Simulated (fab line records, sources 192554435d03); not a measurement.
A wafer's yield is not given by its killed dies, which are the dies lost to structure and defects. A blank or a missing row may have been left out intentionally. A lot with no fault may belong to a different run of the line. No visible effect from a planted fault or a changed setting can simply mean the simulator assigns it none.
fab line records | flow n5-finfet
record lots=4 wafers=12 last-day=20
route steps=1938 shown DUMMY_GATE@256 SPACER0@258 SD_EPI_N@262 BEOL_M4@1111 PASSIVATION@1936
lots that met no fault: taken from a fault-free run of the same line
start-h: hours from the record's opening day to when the first of the lot's shown wafers began | wait-h: time in hours since the lot's previous step | " the same as in the row above | L1.1+2: a row that stands for several wafers | - no value, or no start was given | * or withheld: withheld | < > ~ a bound
route shown NAME@n: a module of which the file shows steps, and the number in the route of the first | usual: mean/standard deviation of fault-free wafers | same: alike in all rows | chamber/n: place in a boat | sites: readings site by site | _std_site: standard deviation across them | _edge_site: inner sites' mean taken away from outer sites' mean | radius-mm: how far each site lies from the wafer's centre | mask NAME#n: copy n | behind: the last tool/chamber to shape the wafer | hold: cause of the lot's hold/its duration in hours/its outcome | device: the transistor (n, p or np) that didn't switch | end of line: tests of these same wafers at the route's end | a step with no rows: only its recipe | killed: the dies lost at the first sort to structure and to defects; this is not the yield of the wafer | map: per-die view of a wafer (x killed, . not killed, _ where there is no die)
set.NAME: the setting that was run; set.NAME@STEP: the one run at that earlier step | model.NAME: the simulator's own value behind a step, which no gauge read
lots at some steps of the route; a table a step, a row a wafer
services: from which hour (start-h, from the record's first day; less than 0 if before it) a tool's chamber was out of use, for how many hours, and why
## steps
# step N5_DUMMY_GATE_UV_OZONE_45
# recipe time-s=120 pressure-torr=760 temp-c=25
# step N5_SPACER0_ALD_07
# recipe material=SiNx target-thk-a=20 temp-c=400 ald-precursor-family=SiH2I2 ald-co-reactant=N2/H2-plasma pressure-torr=2
# step N5_SPACER0_ALD_00
# recipe material=SiOCN target-thk-a=35 temp-c=400 ald-precursor-family=alkyl-aminosilane ald-co-reactant=O2/N2-plasma pulse-time-s=3 purge-time-s=2 co-reactant-purge-time-s=2 ald-cycles=58 pressure-torr=2
# step N5_SPACER0_ALD_08
# recipe material=SiNx target-thk-a=20 temp-c=400 ald-precursor-family=SiH2I2 ald-co-reactant=N2/H2-plasma pressure-torr=2
# step N5_SD_EPI_N_COAT_32
# recipe resist=SOC temp-c=250 time-s=60 spin-rpm=1500 resist-thk-nm=350
# step N5_SD_EPI_N_COAT_33
# recipe resist=SiARC temp-c=220 time-s=60 spin-rpm=1500 resist-thk-nm=35
# step N5_SD_EPI_N_COAT_03
# recipe resist=CAR-ArF-block spin-rpm=1500 resist-thk-nm=150
# step N5_SD_EPI_N_EBR_05
# recipe solvent=PGMEA ebr-width-mm=1.5
# step N5_SD_EPI_N_SOFTBAKE_04
# recipe temp-c=110 time-s=60 resist=CAR-ArF-block
# step N5_SD_EPI_N_EXPOSE_06
# recipe mask-id=SD_N_BLK na=1.35 source-shape=conventional sigma-outer=0.8 polarization=unpolarized target-cd-nm=120 dose-mj=39.75
# step N5_SD_EPI_N_PEB_07
# recipe peb-temp-c=110 peb-time-s=60 resist=CAR-ArF-block
# usual plate-temp-C=110.01/0.13
# columns lot.wafer tool chamber start-h wait-h plate-temp-C
L340.1 litho-track-01 0 67.21 0.1 110.17
L340.4 " 0 " " 110.05
L340.5 " 0 " " 110.04
L350.4 litho-track-01 0 131.56 0.0 108.98
L350.5 " 0 " " 109.05
L350.6 " 0 " " 109.26
L354.1 litho-track-01 0 149.39 0.1 109.36
L354.5 " 0 " " 109.25
L354.6 " 0 " " 109.20
L360.1 litho-track-02 0 192.08 0.1 109.92
L360.2 " 0 " " 110.00
L360.5 " 0 " " 110.10
# step N5_SD_EPI_N_DEVELOP_08
# recipe develop-time-s=30 developer=TMAH resist=CAR-ArF-block dev-temp-c=23 rinse-liquid=diw dry=air-spin
# step N5_SD_EPI_N_CD_MEAS_09
# recipe target-cd-nm=120 landing-energy-ev=500 detector=se-inlens
# usual cd-nm=120.1/0.72
# same landing-energy-ev=500
# columns lot.wafer tool chamber start-h wait-h cd-nm
L340.1 cd-sem-03 0 67.28 - 120.6
L340.4 " 0 " " 120.0
L340.5 " 0 " " 120.7
L350.4 cd-sem-02 0 131.62 - 118.5
L350.5 " 0 " " 119.3
L350.6 " 0 " " 118.3
L354.1 cd-sem-02 0 149.45 - 117.4
L354.5 " 0 " " 117.5
L354.6 " 0 " " 118.0
L360.1 cd-sem-03 0 192.14 - 119.7
L360.2 " 0 " " 120.9
L360.5 " 0 " " 119.6
# step N5_SD_EPI_N_DESCUM_14
# recipe chemistry=O2 time-s=7.9 source-power-w=50 bias-power-w=20 pressure-mtorr=20 rf-frequency-hz=2.712e+07 temp-c=40 resist=CAR-ArF-block o2-flow-sccm=225
# usual drypump-motor-current-A=5.8/0.56 oes-product-au=0.78/0.086 rf-vpp-V=243.0/1.4 showerhead-plenum-p-Torr=2.08/0.08 throttle-valve-pct=20.34/0.26
# columns lot.wafer tool chamber start-h wait-h drypump-motor-current-A oes-product-au rf-hours-counter-h rf-vpp-V showerhead-plenum-p-Torr throttle-valve-pct model.SD_EPI_N.cd-nm
L340.1 rie-diel-05 2 67.39 0.0 5.8 0.89 34 241.9 2.13 20.03 120.6
L340.4 " 3 " " 5.3 0.76 149 242.8 2.09 20.16 120
L340.5 " 1 " " 5.2 0.74 - 241.7 2.07 20.09 121
L350.4 rie-diel-02 0 131.72 0.0 5.3 0.88 22 246.1 2.21 20.33 118.4
L350.5 " 0 " " 5.4 0.88 - 244.7 2.21 20.34 119.2
L350.6 " 3 " " 6.8 0.84 - 244.8 2.24 20.67 118.2
L354.1 rie-diel-02 3 149.81 0.3 6.8 0.82 63 245.7 2.24 20.66 117.4
L354.5 " 1 " " 5.6 0.92 - 243.0 2.06 20.14 117.4
L354.6 " 2 " " 6.4 0.78 - 242.3 2.01 20.45 118
L360.1 rie-diel-05 1 192.23 0.0 5.1 0.71 214 243.8 2.06 20.16 119.6
L360.2 " 0 " " 6.4 0.69 247 240.2 1.97 20.83 121
L360.5 " 3 " " 5.3 0.72 - 242.6 2.08 20.22 119.8
# step N5_SD_EPI_N_ETCH_34
# recipe chemistry=CF4 target=SiARC target-depth-a=455 mask-material=CAR-ArF-block time-s=75.8 ion-energy-ev=80 pressure-mtorr=40 source-w=545 bias-w=36 Ar_flow_sccm=100 cf4-flow-sccm=100 ends=cleared
# step N5_SD_EPI_N_ETCH_35
# recipe chemistry=N2/H2 target=SOC overetch-a=1080 mask-material=SiARC temp-c=40 ion-energy-ev=100 source-w=3000 bias-w=133 pressure-mtorr=20 time-s=486 n2-flow-sccm=200 h2-flow-sccm=200
# step N5_SD_EPI_N_STRIP_36
# recipe chemistry=N2/H2 temp-c=40 n2-flow-sccm=200 h2-flow-sccm=200 rf-frequency-hz=6e+07
# step N5_SD_EPI_N_ETCHBACK_44
# recipe chemistry=CH3F/O2 mode=anisotropic-etchback target=SiNx target-depth-a=145 stop-on=SiO2 over-etch-frac=0.3 ion-energy-ev=120 pressure-mtorr=30 source-w=395 bias-w=73 Ar_flow_sccm=150 CH3F_flow_sccm=30 O2_flow_sccm=20
# step N5_SD_EPI_N_ETCH_45
# recipe chemistry=CH3F/O2 target=SiOCN target-depth-a=60 mask-material=SOC ion-energy-ev=60 bias-w=29 pressure-mtorr=15 source-w=410 Ar_flow_sccm=150 CH3F_flow_sccm=30 O2_flow_sccm=20
# step N5_SD_EPI_N_ETCH_16
# recipe chemistry=CHF3/O2 target=SiO2 target-depth-a=50 mask-material=SOC pressure-mtorr=30 source-w=650 bias-w=170 Ar_flow_sccm=200 CHF3_flow_sccm=50 O2_flow_sccm=5 ion-energy-ev=200
# step N5_SD_EPI_N_STRIP_47
# recipe chemistry=CHF3/O2 resist=SiARC rf-frequency-hz=6e+07
# step N5_SD_EPI_N_SD_RECESS_17
# recipe chemistry=HBr/Cl2/O2 target-depth-a=410 mask-material=SOC time-s=23.7 bt-time-s=3 pressure-mtorr=10 icp-w=800 bias-w=112 HBr_flow_sccm=150 Cl2_flow_sccm=80 O2_flow_sccm=12
# usual drypump-motor-current-A=5.8/0.43 oes-product-au=0.999/0.013 throttle-valve-pct=37.0/0.47
# same bt-time-s=3
# columns lot.wafer tool chamber start-h wait-h drypump-motor-current-A oes-product-au rf-hours-counter-h throttle-valve-pct model.SD_EPI_N.cd-nm
L340.1 rie-si-02 0 68.07 0.0 5.0 1.018 190 36.8 120.4
L340.4 " 2 " " 6.0 0.984 25 37.6 119.6
L340.5 " 2 " " 6.0 0.977 - 37.6 123
L350.4 rie-si-06 3 132.40 0.0 5.2 1.001 190 36.9 119.6
L350.5 " 1 " " 6.4 0.983 - 37.3 120.4
L350.6 " 2 " " 5.7 1.011 - 37.3 120.2
L354.1 rie-si-01 3 150.50 0.0 6.0 1.003 111 36.9 118.8
L354.5 " 3 " " 6.0 1.010 - 36.9 117.2
L354.6 " 0 " " 5.8 0.993 - 36.6 117.6
L360.1 rie-si-06 0 192.92 0.0 5.8 0.985 127 36.5 120
L360.2 " 1 " " 6.4 0.989 21 37.3 121.2
L360.5 " 1 " " 6.4 0.985 - 37.3 118.2
# step N5_SD_EPI_N_STRIP_38
# recipe chemistry=N2/H2 power-w=1000 temp-c=250 h2-frac=0.65 overash-fraction=0.3 pressure-mtorr=withheld n2-flow-sccm=1750 h2-flow-sccm=3250
# step N5_BEOL_M4_RC_MEAS_101
# usual DIBL_N=37.0/1.6 DIBL_P=37.0/2.1 IOFF_N=0.17/0.032 IOFF_P=0.22/0.043 ION_N=679/13 ION_P=465/9.5 SS_N=71.7/0.59 SS_P=73.6/0.64 VT_N=249/3.2 VT_P=-249/4.1
# columns lot.wafer tool chamber start-h wait-h DIBL_N[mV/V] DIBL_P[mV/V] IOFF_N[nA/um] IOFF_P[nA/um] ION_N[uA/um] ION_P[uA/um] SS_N[mV/dec] SS_P[mV/dec] VT_N[mV] VT_P[mV]
L340.1 prober-02 0 255.25 0.0 38.6 38.6 0.18 0.23 674 459 72.9 74.6 253 -253
L340.4 " 0 " " 40.3 39.5 0.20 0.23 668 449 72.8 74.0 249 -252
L340.5 " 0 " " 38.0 37.7 0.17 0.21 689 473 72.3 73.7 250 -253
L350.4 prober-02 0 306.50 0.5 37.5 37.4 0.18 0.28 692 486 72.5 74.1 246 -241
L350.5 " 0 " " 35.8 34.2 0.16 0.23 697 478 71.4 72.6 249 -245
L350.6 " 0 " " 37.1 34.9 0.17 0.25 682 471 71.6 73.1 247 -242
L354.1 prober-01 0 342.33 0.1 35.2 37.7 0.17 0.25 672 468 72.0 73.5 249 -245
L354.5 " 0 " " 38.7 41.7 0.24 0.31 704 474 73.0 74.5 244 -244
L354.6 " 0 " " 33.5 36.7 0.14 0.23 671 469 70.9 73.7 255 -247
L360.1 prober-01 0 377.17 0.0 38.2 37.2 0.19 0.23 689 466 72.1 73.6 248 -249
L360.2 " 0 " " 37.0 35.8 0.16 0.20 669 456 72.4 73.4 249 -251
L360.5 " 0 " " 36.0 33.9 0.14 0.18 665 451 72.0 73.6 252 -252
# step N5_PASSIVATION_PROBE_49
# usual defect-limited-yield=91.2/1.6 killed_at_M0_to_M3=33/11 killed_at_M4_up=14/5 killed-at-contacts=12/5.8 killed-at-front-end=41/12 killed-at-other=3.5/2.9 killed-dies=104/19 killed-open=68/14 killed-short=34/8.8 sort_bin_5_function=5.2/1.1 sort_bin_6_memory=3.2/0.71 sort-n-pass=1076/19 sort-yield-pct=91.2/1.6
# same gross-dies=1180 killed-at-back-side=0 sort_bin_4_leakage[%]=0 sort_bin_8_speed[%]=0
# columns lot.wafer tool chamber start-h wait-h defect-limited-yield[%] killed_at_M0_to_M3 killed_at_M4_up killed-at-contacts killed-at-front-end killed-at-other killed-dies killed-open killed-short sort_bin_5_function[%] sort_bin_6_memory[%] sort-n-pass sort-yield-pct[%]
L340.1 prober-01 - 362.82 0.0 92.3 26 28 13 22 2 91 66 25 4.4 2.8 1089 92.3
L340.4 prober-01 - 362.97 0.2 90.0 35 19 7 56 1 118 81 32 6.4 2.9 1062 90.0
L340.5 prober-01 - 363.02 0.2 92.5 35 10 14 27 3 89 58 31 4.2 3.2 1091 92.5
L354.1 prober-01 - 449.61 0.0 91.2 34 15 15 30 10 104 68 36 5.3 3.1 1076 91.2
L354.5 prober-01 - 449.81 0.2 92.6 31 10 10 35 1 87 58 27 4.6 2.5 1093 92.6
L354.6 prober-01 - 449.86 0.3 92.7 20 17 19 28 2 86 60 26 3.9 2.8 1094 92.7
# killed by level:class
L340.1 BEOL_M4:geometric-particle:open=13 MOL_CONTACT_COAG:geometric-particle:open=12 BEOL_M0_SAQP:geometric-particle:short=7 BEOL_M1:geometric-particle:open=7 BEOL_M5:geometric-particle:open=7 FIN_SAQP:geometric-particle:open=5 FIN_SAQP:geometric-particle:short=5 STI_FIN_REVEAL:geometric-particle:open=4
L340.4 STI_FIN_REVEAL:geometric-particle:open=14 FIN_SAQP:geometric-particle:open=11 BEOL_M0_SAQP:geometric-particle:open=9 BEOL_M0_SAQP:geometric-particle:short=8 GATE_CUT:geometric-particle:open=7 MOL_CONTACT_COAG:geometric-particle:open=7 FIN_SAQP:geometric-particle:short=6 BEOL_M3:geometric-particle:open=6
L340.5 MOL_CONTACT_COAG:geometric-particle:open=10 FIN_SAQP:geometric-particle:short=8 BEOL_M2:geometric-particle:open=7 GATE_CUT:geometric-particle:open=6 BEOL_M0_SAQP:geometric-particle:short=6 BEOL_M1:geometric-particle:open=6 BEOL_M3:geometric-particle:open=6 BEOL_M4:geometric-particle:open=6
L354.1 MOL_CONTACT_COAG:geometric-particle:open=12 BEOL_M0_SAQP:geometric-particle:short=8 BEOL_M2:geometric-particle:open=7 FIN_SAQP:geometric-particle:open=6 BEOL_M0_SAQP:geometric-particle:open=6 GATE_CUT:geometric-particle:open=5 BEOL_M3:geometric-particle:open=5 BEOL_M4:geometric-particle:open=5
L354.5 BEOL_M3:geometric-particle:open=9 BEOL_M0_SAQP:geometric-particle:open=8 FIN_SAQP:geometric-particle:open=7 MOL_CONTACT_COAG:geometric-particle:open=7 GATE_CUT:geometric-particle:open=5 BEOL_M2:geometric-particle:open=5 BEOL_M4:geometric-particle:open=5 GATE_CUT:geometric-particle:short=4
L354.6 MOL_CONTACT_COAG:geometric-particle:open=14 FIN_SAQP:geometric-particle:open=12 BEOL_M0_SAQP:geometric-particle:open=8 MOL_CONTACT_COAG:geometric-particle:short=5 BEOL_M3:geometric-particle:open=5 BEOL_M5:geometric-particle:short=5 FIN_SAQP:geometric-particle:short=3 BEOL_M4:geometric-particle:open=3
## services
# columns tool chamber start-h hours kind
rie-diel-02 3 56.63 1.3 repair
rie-diel-02 0 58.10 - clean
rie-diel-02 0 58.10 - consumable-replace:focus-ring
rie-diel-02 0 58.10 - consumable-replace:showerhead
rie-diel-02 0 58.10 22.5 scheduled-down
rie-diel-02 0 58.10 22.5 vent-cycle
rie-si-01 - 65.71 4.0 pm
litho-track-02 - 73.70 - consumable-replace:filter
rie-si-01 0 73.71 - clean
rie-si-01 0 73.71 27.1 scheduled-down
rie-si-01 0 73.71 27.1 vent-cycle
rie-diel-02 1 80.63 - clean
rie-diel-02 1 80.63 - consumable-replace:focus-ring
rie-diel-02 1 80.63 17.0 scheduled-down
rie-diel-02 1 80.63 17.0 vent-cycle
rie-si-02 3 98.98 - clean
rie-si-02 3 98.98 17.7 scheduled-down
rie-si-02 3 98.98 17.7 vent-cycle
rie-si-06 2 117.57 1.7 repair
rie-si-01 2 118.57 3.7 repair
rie-diel-05 - 153.20 0.2 repair
rie-diel-02 1 172.00 5.8 repair
rie-si-06 3 185.71 8.7 repair
rie-si-02 0 188.68 - clean
## key
first-sign step=N5_SD_EPI_N_PEB_07 reading=plate-temp-C direction=down sigmas=6.2 usual=* struck=*
effect step=N5_SD_EPI_N_CD_MEAS_09 reading=cd-nm direction=down sigmas=2.7 usual=120.1 struck=118.2
model-effect step=N5_SD_EPI_N_DESCUM_14 value=SD_EPI_N.cd-nm without=120.2 struck=118.1
model-effect step=N5_SD_EPI_N_SD_RECESS_17 value=SD_EPI_N.cd-nm without=121 struck=119
met-at N5_SD_EPI_N_PEB_07
struck-wafers L350.4,L350.5,L350.6,L354.1,L354.5,L354.6
onset-between 67.21 131.56
fault kind=process-parameter-drift tool=litho-track-01 chamber=- onset-h=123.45 steps=N5_SD_EPI_N_PEB_07 channel=peb-temp-c offset=* shape=step end-h=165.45 acts-in=* stated=*
